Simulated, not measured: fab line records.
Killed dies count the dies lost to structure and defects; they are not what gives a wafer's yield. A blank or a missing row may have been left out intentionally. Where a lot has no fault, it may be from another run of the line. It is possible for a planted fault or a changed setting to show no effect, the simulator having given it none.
fab line records ; flow n5_finfet
record lots=24; wafers=72; last_day=18
route steps=1938 shown BEOL_M5@1186 BEOL_M6@1261 BEOL_M7@1264
lots with no fault: from the same line, run without faults
start_h: hours from the record's first day to the start of the lot's first wafer shown ; wait_h: hours since the lot's step before ; " unchanged from the row above ; L1.1+2: a row that stands for several wafers ; - no value, or no start given ; * or withheld: withheld ; < > ~ a bound
route shown NAME@n: NAME is a module with steps in the file, n the number in the route of the first one ; usual: mean/standard deviation taken from wafers without a fault ; same: alike in all rows ; chamber/n: place in a boat ; sites: each site's reading ; _std_site: how widely they spread, as a standard deviation ; _edge_site: mean of outer sites minus mean of inner sites ; radius_mm: for every site, how far away it sits from the centre of the wafer ; mask NAME#n: copy n ; behind: the tool/chamber that last shaped the wafer ; hold: the reason the lot was held/the length of the hold in hours/how it ended ; device: transistor that didn't switch, given as n, p or np ; end of line: the route-end tests of the same wafers ; a step with no rows: only its recipe ; killed: dies that structure and defects cost at the first sort, which is not the same as the wafer's yield ; map: the dies of a wafer, with x for killed, . for not killed, _ for no die there
set.NAME: the run value of the setting; set.NAME@STEP: its run value at that earlier step ; model.NAME: the simulator's own value behind a step, which no gauge read
a sample of lots followed through the steps of the route, with each step as a table and each wafer as a row
services: the hour from which a tool's chamber was out of use, counted from the record's first day as start_h (under 0 if before that day), plus the number of hours and why
## steps
# step N5_BEOL_M5_CMP_52
# recipe stop_on=SiCOH_lowk; t_overpolish_s=6.9; down_force_psi=1; platen_rpm=50; clearing_platen_down_force_psi=1.5; clearing_platen_rpm=50; post_cmp_clean=cu_alkaline; target_thk_nm=62; clearing_platen_pad_velocity_m_s=0.99484; pad_velocity_m_s=0.99484
# usual barrier_field_endpoint_s=24.8/0.65; motor_current_A=6.4/0.46; overpolish_run_s=6.901/0.0094; time_to_endpoint_s=63/3.5
lot.wafer;tool;chamber;start_h;wait_h;barrier_field_endpoint_s;motor_current_A;overpolish_run_s;time_to_endpoint_s
L075.2;cmp-01;3;197.47;0.2;24.5;6.1;6.911;65
L075.3;cmp-01;1;197.47;0.2;24.8;6.4;6.897;66
L075.5;cmp-01;2;197.47;0.2;23.9;6.2;6.922;61
L074.2;cmp-01;3;199.94;0.2;25.7;6.3;6.906;71
L074.6;cmp-01;3;199.94;0.2;25.1;6.1;6.885;69
L074.5;cmp-01;0;199.94;0.2;25.8;5.8;6.898;71
L076.1;cmp-02;3;211.94;0.3;23.3;6.3;6.880;58
L076.2;cmp-02;1;211.94;0.3;23.4;6.7;6.890;59
L076.5;cmp-02;2;211.94;0.3;24.7;6.6;6.909;63
L077.1;cmp-01;0;213.19;0.3;25.7;5.6;6.909;66
L077.2;cmp-01;1;213.19;0.3;24.6;6.5;6.905;62
L077.5;cmp-01;0;213.19;0.3;25.4;6.0;6.879;68
L078.4;cmp-02;2;220.04;0.2;24.1;6.9;6.893;61
L078.1;cmp-02;0;220.04;0.2;24.7;6.3;6.888;65
L078.6;cmp-02;1;220.04;0.2;23.9;6.9;6.912;58
L081.2;cmp-03;3;229.75;0.2;24.2;6.7;6.898;63
L081.5;cmp-03;3;229.75;0.2;25.6;7.0;6.895;63
L081.6;cmp-03;0;229.75;0.2;25.9;5.8;6.905;67
L082.1;cmp-03;1;240.22;0.7;24.3;6.4;6.911;62
L082.6;cmp-03;0;240.22;0.7;25.2;5.8;6.907;67
L082.5;cmp-03;1;240.22;0.7;24.0;6.6;6.925;63
L080.3;cmp-02;2;245.26;0.2;24.7;6.9;6.896;62
L080.4;cmp-02;3;245.26;0.2;24.1;6.7;6.904;62
L080.1;cmp-02;0;245.26;0.2;25.2;6.2;6.902;66
L079.3;cmp-03;1;245.39;0.2;25.1;6.8;6.899;62
L079.2;cmp-03;2;245.39;0.2;25.7;6.3;6.918;65
L079.4;cmp-03;3;245.39;0.2;25.4;6.7;6.913;60
L084.1;cmp-03;2;250.10;0.3;24.7;6.1;6.910;63
L084.3;cmp-03;3;250.10;0.3;24.5;6.8;6.890;58
L084.6;cmp-03;1;250.10;0.3;24.7;6.7;6.904;58
L083.1;cmp-03;1;252.66;0.3;24.0;7.0;6.910;61
L083.4;cmp-03;2;252.66;0.3;24.9;6.5;6.894;67
L083.3;cmp-03;3;252.66;0.3;24.5;7.1;6.884;64
L085.3;cmp-01;1;260.46;0.2;24.6;6.7;6.904;60
L085.1;cmp-01;2;260.46;0.2;23.8;5.6;6.901;58
L085.6;cmp-01;1;260.46;0.2;24.6;6.4;6.899;61
L086.3;cmp-03;1;260.86;0.2;24.2;6.8;6.907;63
L086.4;cmp-03;2;260.86;0.2;25.5;6.1;6.907;68
L086.5;cmp-03;0;260.86;0.2;25.3;5.6;6.904;67
L087.4;cmp-02;2;276.62;0.2;26.0;6.9;6.899;68
L087.1;cmp-02;3;276.62;0.2;25.4;6.4;6.906;66
L087.5;cmp-02;0;276.62;0.2;26.1;6.1;6.893;70
L090.4;cmp-01;1;277.75;0.2;24.7;6.3;6.895;62
L090.2;cmp-01;2;277.75;0.2;23.3;5.7;6.904;57
L090.6;cmp-01;1;277.75;0.2;24.1;6.8;6.905;62
L088.1;cmp-01;3;284.87;0.3;24.6;6.1;6.903;62
L088.3;cmp-01;0;284.87;0.3;24.4;6.2;6.911;60
L088.6;cmp-01;0;284.87;0.3;25.2;5.7;6.889;62
L089.1;cmp-02;2;289.85;0.3;25.0;7.0;6.899;63
L089.3;cmp-02;3;289.85;0.3;24.6;6.6;6.911;61
L089.5;cmp-02;1;289.85;0.3;25.1;6.8;6.893;61
L091.1;cmp-02;0;293.30;0.3;24.9;6.5;6.892;66
L091.6;cmp-02;2;293.30;0.3;25.1;6.8;6.910;63
L091.5;cmp-02;3;293.30;0.3;24.5;6.3;6.886;61
L092.4;cmp-03;3;293.67;0.2;25.9;6.5;6.909;62
L092.5;cmp-03;0;293.67;0.2;26.0;5.6;6.892;65
L092.6;cmp-03;1;293.67;0.2;24.9;6.9;6.897;59
L093.2;cmp-02;1;297.64;0.2;24.3;6.8;6.894;61
L093.4;cmp-02;0;297.64;0.2;25.4;6.1;6.904;66
L093.5;cmp-02;2;297.64;0.2;25.0;6.8;6.902;64
L094.2;cmp-03;3;312.71;0.3;24.6;6.9;6.907;57
L094.4;cmp-03;0;312.71;0.3;25.3;5.8;6.898;66
L094.6;cmp-03;2;312.71;0.3;26.1;5.8;6.890;62
L095.4;cmp-03;3;323.24;0.2;24.5;6.6;6.898;62
L095.1;cmp-03;0;323.24;0.2;25.2;6.1;6.891;69
L095.5;cmp-03;2;323.24;0.2;25.0;6.4;6.905;68
L097.4;cmp-02;2;326.32;0.2;24.9;7.0;6.895;65
L097.6;cmp-02;1;326.32;0.2;24.1;6.5;6.900;63
L097.5;cmp-02;2;326.32;0.2;25.1;6.6;6.903;62
L096.2;cmp-02;2;330.78;0.5;24.6;7.0;6.906;60
L096.4;cmp-02;3;330.78;0.5;24.7;6.2;6.883;60
L096.6;cmp-02;2;330.78;0.5;24.1;7.0;6.888;59
# step N5_BEOL_M5_PRE_CLEAN_77
# recipe gas=NH3/H2; time_s=15; temp_c=*; rf_power_w=300
# usual heater_power_w=85/11; rf_fwd_power_W=296.5/1
lot.wafer;tool;chamber;start_h;wait_h;heater_power_w;rf_fwd_power_W
L075.2;cvd_co-02;1;197.77;0.0;78;295.9
L075.3;cvd_co-02;2;197.77;0.0;95;295.8
L075.5;cvd_co-02;1;197.77;0.0;77;296.5
L074.2;cvd_co-01;1;200.27;0.0;98;297.6
L074.5;cvd_co-01;2;200.27;0.0;65;298.1
L074.6;cvd_co-01;0;200.27;0.0;97;295.0
L076.1;cvd_co-01;1;212.24;0.0;98;298.5
L076.2;cvd_co-01;2;212.24;0.0;64;298.4
L076.5;cvd_co-01;1;212.24;0.0;98;298.5
L077.1;cvd_co-02;2;213.49;0.0;94;296.2
L077.2;cvd_co-02;1;213.49;0.0;75;297.2
L077.5;cvd_co-02;0;213.49;0.0;81;296.2
L078.1;cvd_co-02;0;220.33;0.0;79;297.3
L078.4;cvd_co-02;0;220.33;0.0;81;296.3
L078.6;cvd_co-02;1;220.33;0.0;75;297.4
L081.2;cvd_co-01;1;230.13;0.1;97;296.3
L081.5;cvd_co-01;2;230.13;0.1;65;298.5
L081.6;cvd_co-01;0;230.13;0.1;99;295.8
L082.1;cvd_co-02;1;241.05;0.6;78;297.1
L082.5;cvd_co-02;1;241.05;0.6;78;297.3
L082.6;cvd_co-02;0;241.05;0.6;80;295.6
L080.1;cvd_co-01;0;245.59;0.0;100;296.0
L080.3;cvd_co-01;2;245.59;0.0;65;298.3
L080.4;cvd_co-01;1;245.59;0.0;96;297.4
L079.2;cvd_co-02;1;245.89;0.2;74;297.1
L079.3;cvd_co-02;2;245.89;0.2;95;296.8
L079.4;cvd_co-02;0;245.89;0.2;77;297.5
L084.1;cvd_co-01;1;250.35;0.0;98;296.9
L084.3;cvd_co-01;0;250.35;0.0;99;296.3
L084.6;cvd_co-01;1;250.35;0.0;99;298.1
L083.1;cvd_co-02;1;252.96;0.0;78;296.6
L083.3;cvd_co-02;2;252.96;0.0;94;296.0
L083.4;cvd_co-02;1;252.96;0.0;76;297.2
L085.1;cvd_co-02;0;260.79;0.0;81;295.1
L085.3;cvd_co-02;2;260.79;0.0;96;294.6
L085.6;cvd_co-02;2;260.79;0.0;94;296.5
L086.3;cvd_co-02;0;261.16;0.0;79;296.8
L086.4;cvd_co-02;0;261.16;0.0;79;295.8
L086.5;cvd_co-02;1;261.16;0.0;76;296.8
L087.1;cvd_co-02;1;276.88;0.0;76;296.4
L087.4;cvd_co-02;0;276.88;0.0;79;296.4
L087.5;cvd_co-02;2;276.88;0.0;97;297.7
L090.2;cvd_co-02;2;278.05;0.0;96;295.5
L090.4;cvd_co-02;1;278.05;0.0;78;297.2
L090.6;cvd_co-02;2;278.05;0.0;96;295.8
L088.1;cvd_co-02;0;285.20;0.0;79;296.0
L088.3;cvd_co-02;1;285.20;0.0;77;297.2
L088.6;cvd_co-02;0;285.20;0.0;81;296.8
L089.1;cvd_co-02;1;290.11;0.0;77;297.8
L089.3;cvd_co-02;2;290.11;0.0;94;296.0
L089.5;cvd_co-02;2;290.11;0.0;95;294.4
L091.1;cvd_co-02;0;293.65;0.1;84;295.9
L091.5;cvd_co-02;0;293.65;0.1;80;296.1
L091.6;cvd_co-02;1;293.65;0.1;74;297.4
L092.4;cvd_co-02;0;293.91;0.1;79;295.8
L092.5;cvd_co-02;2;293.91;0.1;95;296.1
L092.6;cvd_co-02;1;293.91;0.1;77;296.8
L093.2;cvd_co-01;2;297.98;0.0;66;295.2
L093.4;cvd_co-01;0;297.98;0.0;99;295.4
L093.5;cvd_co-01;1;297.98;0.0;97;294.9
L094.2;cvd_co-02;0;313.06;0.1;81;296.7
L094.4;cvd_co-02;2;313.06;0.1;95;294.7
L094.6;cvd_co-02;2;313.06;0.1;97;296.3
L095.1;cvd_co-01;2;323.54;0.0;65;297.6
L095.4;cvd_co-01;1;323.54;0.0;100;296.1
L095.5;cvd_co-01;0;323.54;0.0;98;297.1
L097.4;cvd_co-02;2;326.68;0.1;93;294.6
L097.5;cvd_co-02;0;326.68;0.1;80;295.4
L097.6;cvd_co-02;1;326.68;0.1;76;295.7
L096.2;cvd_co-01;0;331.30;0.3;100;296.6
L096.4;cvd_co-01;1;331.30;0.3;97;297.4
L096.6;cvd_co-01;2;331.30;0.3;66;297.1
# step N5_BEOL_M6_RS_MEAS_57
# recipe thk_meas_gauge=four-point-probe; reads=Cu_of_BEOL_M6_ECD_50+Co_of_BEOL_M6_CVD_78+TaN_of_BEOL_M6_ALD_77
# usual M6_RS=0.286/0.0089
lot.wafer;tool;chamber;start_h;wait_h;M6_RS[ohm/sq]
L075.2;film_metro-01;-;205.82;0.1;0.266
L075.3;film_metro-01;-;205.82;0.1;0.291
L075.5;film_metro-01;-;205.82;0.1;0.270
L074.2;film_metro-02;-;207.65;0.1;0.287
L074.5;film_metro-02;-;207.65;0.1;0.283
L074.6;film_metro-02;-;207.65;0.1;0.290
L076.1;film_metro-02;-;222.84;0.1;0.282
L076.2;film_metro-02;-;222.84;0.1;0.287
L076.5;film_metro-02;-;222.84;0.1;0.286
L077.1;film_metro-01;-;223.03;0.1;0.303
L077.2;film_metro-01;-;223.03;0.1;0.287
L077.5;film_metro-01;-;223.03;0.1;0.305
L078.1;film_metro-02;-;226.55;0.1;0.291
L078.4;film_metro-02;-;226.55;0.1;0.280
L078.6;film_metro-02;-;226.55;0.1;0.291
L081.2;film_metro-02;-;236.61;0.1;0.277
L081.5;film_metro-02;-;236.61;0.1;0.301
L081.6;film_metro-02;-;236.61;0.1;0.293
L082.1;film_metro-02;-;251.18;0.1;0.292
L082.5;film_metro-02;-;251.18;0.1;0.295
L082.6;film_metro-02;-;251.18;0.1;0.279
L080.1;film_metro-02;-;254.57;0.1;0.269
L080.3;film_metro-02;-;254.57;0.1;0.293
L080.4;film_metro-02;-;254.57;0.1;0.284
L079.2;film_metro-01;-;254.78;0.1;0.295
L079.3;film_metro-01;-;254.78;0.1;0.298
L079.4;film_metro-01;-;254.78;0.1;0.287
L084.1;film_metro-02;-;259.02;0.1;0.285
L084.3;film_metro-02;-;259.02;0.1;0.277
L084.6;film_metro-02;-;259.02;0.1;0.292
L083.1;film_metro-01;-;262.68;0.1;0.268
L083.3;film_metro-01;-;262.68;0.1;0.279
L083.4;film_metro-01;-;262.68;0.1;0.289
L086.3;film_metro-02;-;269.51;0.1;0.285
L086.4;film_metro-02;-;269.51;0.1;0.285
L086.5;film_metro-02;-;269.51;0.1;0.284
L085.1;film_metro-02;-;269.60;0.1;0.293
L085.3;film_metro-02;-;269.60;0.1;0.288
L085.6;film_metro-02;-;269.60;0.1;0.276
L090.2;film_metro-01;-;287.86;0.1;0.278
L090.4;film_metro-01;-;287.86;0.1;0.271
L090.6;film_metro-01;-;287.86;0.1;0.274
L087.1;film_metro-02;-;288.03;0.1;0.298
L087.4;film_metro-02;-;288.03;0.1;0.284
L087.5;film_metro-02;-;288.03;0.1;0.280
L088.1;film_metro-02;-;294.25;0.1;0.285
L088.3;film_metro-02;-;294.25;0.1;0.282
L088.6;film_metro-02;-;294.25;0.1;0.296
L089.1;film_metro-01;-;298.34;0.1;0.300
L089.3;film_metro-01;-;298.34;0.1;0.281
L089.5;film_metro-01;-;298.34;0.1;0.286
L092.4;film_metro-02;-;303.26;0.0;0.289
L092.5;film_metro-02;-;303.26;0.0;0.275
L092.6;film_metro-02;-;303.26;0.0;0.286
L091.1;film_metro-01;-;304.92;0.1;0.281
L091.5;film_metro-01;-;304.92;0.1;0.292
L091.6;film_metro-01;-;304.92;0.1;0.280
L093.2;film_metro-02;-;307.88;0.1;0.279
L093.4;film_metro-02;-;307.88;0.1;0.287
L093.5;film_metro-02;-;307.88;0.1;0.285
L094.2;film_metro-02;-;323.35;0.1;0.276
L094.4;film_metro-02;-;323.35;0.1;0.285
L094.6;film_metro-02;-;323.35;0.1;0.277
L095.1;film_metro-02;-;334.95;0.1;0.305
L095.4;film_metro-02;-;334.95;0.1;0.281
L095.5;film_metro-02;-;334.95;0.1;0.299
L097.4;film_metro-02;-;338.13;0.0;0.281
L097.5;film_metro-02;-;338.13;0.0;0.284
L097.6;film_metro-02;-;338.13;0.0;0.298
L096.2;film_metro-01;-;343.19;0.1;0.284
L096.4;film_metro-01;-;343.19;0.1;0.292
L096.6;film_metro-01;-;343.19;0.1;0.290
# step N5_BEOL_M7_CURE_74
# recipe temp_c=385; time_s=240; ambient=He/Ar; material=SiCOH_lowk
# usual lamp_power_pct=52.32/0.056; wafer_temp_C_max=386.5/0.75
lot.wafer;tool;chamber;start_h;wait_h;lamp_power_pct;wafer_temp_C_max
L075.2;uv_cure-03;1;206.03;0.1;52.32;385.9
L075.3;uv_cure-03;1;206.03;0.1;52.38;386.1
L075.5;uv_cure-03;1;206.03;0.1;52.27;385.7
L074.2;uv_cure-01;1;207.85;0.1;52.34;386.5
L074.5;uv_cure-01;1;207.85;0.1;52.29;386.6
L074.6;uv_cure-01;1;207.85;0.1;52.31;386.6
L076.1;uv_cure-01;1;222.99;0.1;52.28;386.5
L076.2;uv_cure-01;1;222.99;0.1;52.35;386.5
L076.5;uv_cure-01;1;222.99;0.1;52.33;386.9
L077.1;uv_cure-03;0;223.30;0.2;52.37;386.5
L077.2;uv_cure-03;0;223.30;0.2;52.29;387.2
L077.5;uv_cure-03;0;223.30;0.2;52.38;387.1
L078.1;uv_cure-01;0;226.67;0.0;52.29;388.3
L078.4;uv_cure-01;0;226.67;0.0;52.30;388.5
L078.6;uv_cure-01;0;226.67;0.0;52.28;387.0
L081.2;uv_cure-01;1;236.82;0.1;52.33;386.6
L081.5;uv_cure-01;1;236.82;0.1;52.23;386.3
L081.6;uv_cure-01;1;236.82;0.1;52.34;386.5
L082.1;uv_cure-01;1;251.31;0.0;52.37;386.7
L082.5;uv_cure-01;1;251.31;0.0;52.32;386.6
L082.6;uv_cure-01;1;251.31;0.0;52.37;386.6
L080.1;uv_cure-02;0;254.83;0.1;52.27;386.6
L080.3;uv_cure-02;0;254.83;0.1;52.31;387.0
L080.4;uv_cure-02;0;254.83;0.1;52.42;386.8
L079.2;uv_cure-02;0;255.39;0.5;52.38;386.3
L079.3;uv_cure-02;0;255.39;0.5;52.31;386.7
L079.4;uv_cure-02;0;255.39;0.5;52.24;386.8
L084.1;uv_cure-03;0;259.15;0.0;52.24;387.7
L084.3;uv_cure-03;0;259.15;0.0;52.28;386.8
L084.6;uv_cure-03;0;259.15;0.0;52.32;387.2
L083.1;uv_cure-03;2;263.22;0.5;52.34;386.0
L083.3;uv_cure-03;2;263.22;0.5;52.43;386.0
L083.4;uv_cure-03;2;263.22;0.5;52.44;386.0
L085.1;uv_cure-03;2;269.99;0.3;52.28;385.7
L085.3;uv_cure-03;2;269.99;0.3;52.35;386.2
L085.6;uv_cure-03;2;269.99;0.3;52.23;385.9
L086.3;uv_cure-01;2;270.14;0.5;52.28;385.9
L086.4;uv_cure-01;2;270.14;0.5;52.28;386.2
L086.5;uv_cure-01;2;270.14;0.5;52.25;385.7
L090.2;uv_cure-03;1;288.07;0.1;52.33;385.9
L090.4;uv_cure-03;1;288.07;0.1;52.36;386.0
L090.6;uv_cure-03;1;288.07;0.1;52.34;386.0
L087.1;uv_cure-02;1;288.16;0.0;52.29;386.4
L087.4;uv_cure-02;1;288.16;0.0;52.36;386.7
L087.5;uv_cure-02;1;288.16;0.0;52.34;386.4
L088.1;uv_cure-02;0;294.62;0.3;52.23;386.5
L088.3;uv_cure-02;0;294.62;0.3;52.28;386.6
L088.6;uv_cure-02;0;294.62;0.3;52.22;387.0
L089.1;uv_cure-01;1;298.53;0.1;52.37;386.5
L089.3;uv_cure-01;1;298.53;0.1;52.37;387.2
L089.5;uv_cure-01;1;298.53;0.1;52.30;386.1
L092.4;uv_cure-02;2;304.09;0.7;52.30;388.5
L092.5;uv_cure-02;2;304.09;0.7;52.39;387.9
L092.6;uv_cure-02;2;304.09;0.7;52.33;388.2
L091.1;uv_cure-01;2;305.27;0.3;52.25;386.1
L091.5;uv_cure-01;2;305.27;0.3;52.31;385.6
L091.6;uv_cure-01;2;305.27;0.3;52.40;385.9
L093.2;uv_cure-01;2;308.09;0.1;52.44;386.3
L093.4;uv_cure-01;2;308.09;0.1;52.24;385.9
L093.5;uv_cure-01;2;308.09;0.1;52.32;385.9
L094.2;uv_cure-03;2;323.56;0.1;52.38;386.3
L094.4;uv_cure-03;2;323.56;0.1;52.25;386.5
L094.6;uv_cure-03;2;323.56;0.1;52.29;386.2
L095.1;uv_cure-02;1;335.40;0.4;52.30;385.7
L095.4;uv_cure-02;1;335.40;0.4;52.37;385.8
L095.5;uv_cure-02;1;335.40;0.4;52.30;386.7
L097.4;uv_cure-01;0;338.50;0.3;52.28;388.6
L097.5;uv_cure-01;0;338.50;0.3;52.32;387.7
L097.6;uv_cure-01;0;338.50;0.3;52.29;387.9
L096.2;uv_cure-01;2;343.40;0.1;52.15;385.5
L096.4;uv_cure-01;2;343.40;0.1;52.29;385.2
L096.6;uv_cure-01;2;343.40;0.1;52.31;385.4
# step N5_BEOL_M7_CD_MEAS_28
# recipe target_cd_nm=40; landing_energy_ev=500; detector=se_inlens
# usual cd_nm=39.97/0.26
# same landing_energy_ev=500
lot.wafer;tool;chamber;start_h;wait_h;cd_nm
L075.2;cd_sem-01;0;210.70;-;39.87
L075.3;cd_sem-01;0;210.70;-;40.12
L075.5;cd_sem-01;0;210.70;-;39.48
L074.2;cd_sem-02;0;210.74;-;40.29
L074.5;cd_sem-02;0;210.74;-;40.20
L074.6;cd_sem-02;0;210.74;-;40.08
L076.1;cd_sem-03;0;227.34;-;39.69
L076.2;cd_sem-03;0;227.34;-;39.32
L076.5;cd_sem-03;0;227.34;-;39.73
L077.1;cd_sem-02;0;227.81;-;40.22
L077.2;cd_sem-02;0;227.81;-;39.77
L077.5;cd_sem-02;0;227.81;-;40.01
L078.1;cd_sem-02;0;229.67;-;39.98
L078.4;cd_sem-02;0;229.67;-;39.90
L078.6;cd_sem-02;0;229.67;-;40.13
L081.2;cd_sem-03;0;244.01;-;39.95
L081.5;cd_sem-03;0;244.01;-;39.68
L081.6;cd_sem-03;0;244.01;-;40.49
L082.1;cd_sem-01;0;255.67;-;40.10
L082.5;cd_sem-01;0;255.67;-;40.04
L082.6;cd_sem-01;0;255.67;-;39.85
L080.1;cd_sem-03;0;259.42;-;39.92
L080.3;cd_sem-03;0;259.42;-;40.53
L080.4;cd_sem-03;0;259.42;-;40.00
L079.2;cd_sem-02;0;259.47;-;39.95
L079.3;cd_sem-02;0;259.47;-;40.18
L079.4;cd_sem-02;0;259.47;-;40.01
L084.1;cd_sem-01;0;262.08;-;40.02
L084.3;cd_sem-01;0;262.08;-;39.64
L084.6;cd_sem-01;0;262.08;-;39.93
L083.1;cd_sem-02;0;268.55;-;39.97
L083.3;cd_sem-02;0;268.55;-;39.66
L083.4;cd_sem-02;0;268.55;-;39.71
L086.3;cd_sem-03;0;276.16;-;39.48
L086.4;cd_sem-03;0;276.16;-;40.09
L086.5;cd_sem-03;0;276.16;-;39.81
L085.1;cd_sem-02;0;276.20;-;39.84
L085.3;cd_sem-02;0;276.20;-;40.23
L085.6;cd_sem-02;0;276.20;-;39.63
L090.2;cd_sem-01;0;292.51;-;39.83
L090.4;cd_sem-01;0;292.51;-;40.35
L090.6;cd_sem-01;0;292.51;-;39.87
L087.1;cd_sem-02;0;292.67;-;40.34
L087.4;cd_sem-02;0;292.67;-;40.06
L087.5;cd_sem-02;0;292.67;-;39.43
L088.1;cd_sem-01;0;299.90;-;39.85
L088.3;cd_sem-01;0;299.90;-;40.24
L088.6;cd_sem-01;0;299.90;-;39.89
L089.1;cd_sem-01;0;303.04;-;39.75
L089.3;cd_sem-01;0;303.04;-;40.26
L089.5;cd_sem-01;0;303.04;-;40.08
L092.4;cd_sem-02;0;308.19;-;39.96
L092.5;cd_sem-02;0;308.19;-;40.02
L092.6;cd_sem-02;0;308.19;-;39.99
L091.1;cd_sem-02;0;311.07;-;39.72
L091.5;cd_sem-02;0;311.07;-;39.44
L091.6;cd_sem-02;0;311.07;-;39.84
L093.2;cd_sem-03;0;311.24;-;40.52
L093.4;cd_sem-03;0;311.24;-;40.44
L093.5;cd_sem-03;0;311.24;-;40.41
L094.2;cd_sem-01;0;330.55;-;40.08
L094.4;cd_sem-01;0;330.55;-;40.33
L094.6;cd_sem-01;0;330.55;-;40.18
L095.1;cd_sem-02;0;339.68;-;39.74
L095.4;cd_sem-02;0;339.68;-;40.55
L095.5;cd_sem-02;0;339.68;-;40.15
L097.4;cd_sem-03;0;342.12;-;39.93
L097.5;cd_sem-03;0;342.12;-;40.18
L097.6;cd_sem-03;0;342.12;-;40.03
L096.2;cd_sem-03;0;345.34;-;39.93
L096.4;cd_sem-03;0;345.34;-;40.33
L096.6;cd_sem-03;0;345.34;-;39.86
# step N5_BEOL_M7_INSPECT_30
# recipe mode=adi; inspect_instrument=brightfield
# usual raw_defect_count=363/66
lot.wafer;tool;chamber;start_h;wait_h;raw_defect_count
L075.2;defect_inspect-02;-;210.79;0.0;419
L075.3;defect_inspect-02;-;210.79;0.0;392
L075.5;defect_inspect-02;-;210.79;0.0;380
L074.2;defect_inspect-01;-;210.83;0.0;343
L074.5;defect_inspect-01;-;210.83;0.0;336
L074.6;defect_inspect-01;-;210.83;0.0;364
L076.1;defect_inspect-01;-;227.43;0.1;430
L076.2;defect_inspect-01;-;227.43;0.1;488
L076.5;defect_inspect-01;-;227.43;0.1;466
L077.1;defect_inspect-01;-;227.90;0.1;381
L077.2;defect_inspect-01;-;227.90;0.1;335
L077.5;defect_inspect-01;-;227.90;0.1;500
L078.1;defect_inspect-02;-;229.76;0.1;268
L078.4;defect_inspect-02;-;229.76;0.1;390
L078.6;defect_inspect-02;-;229.76;0.1;455
L081.2;defect_inspect-01;-;244.10;0.0;258
L081.5;defect_inspect-01;-;244.10;0.0;295
L081.6;defect_inspect-01;-;244.10;0.0;363
L082.1;defect_inspect-02;-;255.76;0.1;307
L082.5;defect_inspect-02;-;255.76;0.1;299
L082.6;defect_inspect-02;-;255.76;0.1;308
L080.1;defect_inspect-02;-;259.51;0.1;238
L080.3;defect_inspect-02;-;259.51;0.1;363
L080.4;defect_inspect-02;-;259.51;0.1;459
L079.2;defect_inspect-01;-;259.55;0.0;367
L079.3;defect_inspect-01;-;259.55;0.0;364
L079.4;defect_inspect-01;-;259.55;0.0;361
L084.1;defect_inspect-01;-;262.17;0.1;307
L084.3;defect_inspect-01;-;262.17;0.1;229
L084.6;defect_inspect-01;-;262.17;0.1;331
L083.1;defect_inspect-01;-;268.64;0.1;412
L083.3;defect_inspect-01;-;268.64;0.1;373
L083.4;defect_inspect-01;-;268.64;0.1;396
L086.3;defect_inspect-01;-;276.25;0.0;477
L086.4;defect_inspect-01;-;276.25;0.0;390
L086.5;defect_inspect-01;-;276.25;0.0;328
L085.1;defect_inspect-02;-;276.29;0.1;306
L085.3;defect_inspect-02;-;276.29;0.1;294
L085.6;defect_inspect-02;-;276.29;0.1;318
L090.2;defect_inspect-01;-;292.59;0.0;424
L090.4;defect_inspect-01;-;292.59;0.0;375
L090.6;defect_inspect-01;-;292.59;0.0;351
L087.1;defect_inspect-01;-;292.76;0.1;378
L087.4;defect_inspect-01;-;292.76;0.1;436
L087.5;defect_inspect-01;-;292.76;0.1;372
L088.1;defect_inspect-01;-;299.99;0.1;311
L088.3;defect_inspect-01;-;299.99;0.1;402
L088.6;defect_inspect-01;-;299.99;0.1;371
L089.1;defect_inspect-02;-;303.13;0.1;372
L089.3;defect_inspect-02;-;303.13;0.1;400
L089.5;defect_inspect-02;-;303.13;0.1;356
L092.4;defect_inspect-01;-;308.29;0.0;303
L092.5;defect_inspect-01;-;308.29;0.0;320
L092.6;defect_inspect-01;-;308.29;0.0;303
L091.1;defect_inspect-01;-;311.16;0.1;287
L091.5;defect_inspect-01;-;311.16;0.1;255
L091.6;defect_inspect-01;-;311.16;0.1;251
L093.2;defect_inspect-02;-;311.33;0.0;372
L093.4;defect_inspect-02;-;311.33;0.0;369
L093.5;defect_inspect-02;-;311.33;0.0;396
L094.2;defect_inspect-02;-;330.64;0.0;394
L094.4;defect_inspect-02;-;330.64;0.0;373
L094.6;defect_inspect-02;-;330.64;0.0;333
L095.1;defect_inspect-01;-;339.77;0.1;299
L095.4;defect_inspect-01;-;339.77;0.1;414
L095.5;defect_inspect-01;-;339.77;0.1;501
L097.4;defect_inspect-02;-;342.21;0.0;523
L097.5;defect_inspect-02;-;342.21;0.0;380
L097.6;defect_inspect-02;-;342.21;0.0;425
L096.2;defect_inspect-02;-;345.43;0.0;262
L096.4;defect_inspect-02;-;345.43;0.0;344
L096.6;defect_inspect-02;-;345.43;0.0;434
## services
tool;chamber;start_h;hours;kind
cmp-02;-;183.85;5.1;pm
cvd_co-01;0;201.83;16.8;repair
cmp-03;-;211.73;4.0;pm
cvd_co-02;-;214.67;0.5;repair
cmp-03;-;215.73;-;consumable_replace:conditioner
cmp-03;-;215.73;-;consumable_replace:pad
cmp-02;-;220.59;2.2;repair
uv_cure-03;-;226.46;5.7;repair
cmp-02;-;235.42;0.2;repair
cmp-02;-;237.66;1.6;repair
cmp-02;-;260.11;0.7;repair
cmp-02;-;266.84;2.7;repair
uv_cure-02;-;271.68;7.5;pm
cmp-02;-;277.51;4.0;pm
cmp-02;-;281.51;-;consumable_replace:conditioner
cmp-02;-;281.51;-;consumable_replace:pad
uv_cure-03;-;291.28;22.2;pm
cmp-03;-;292.90;0.4;repair
cvd_co-02;1;308.23;5.1;repair
uv_cure-01;-;327.76;7.5;pm
cvd_co-01;1;333.33;-;clean
cvd_co-01;1;333.33;22.0;scheduled_down
cmp-01;-;333.86;4.0;pm
cmp-02;-;340.24;3.8;repair
## key
fault none
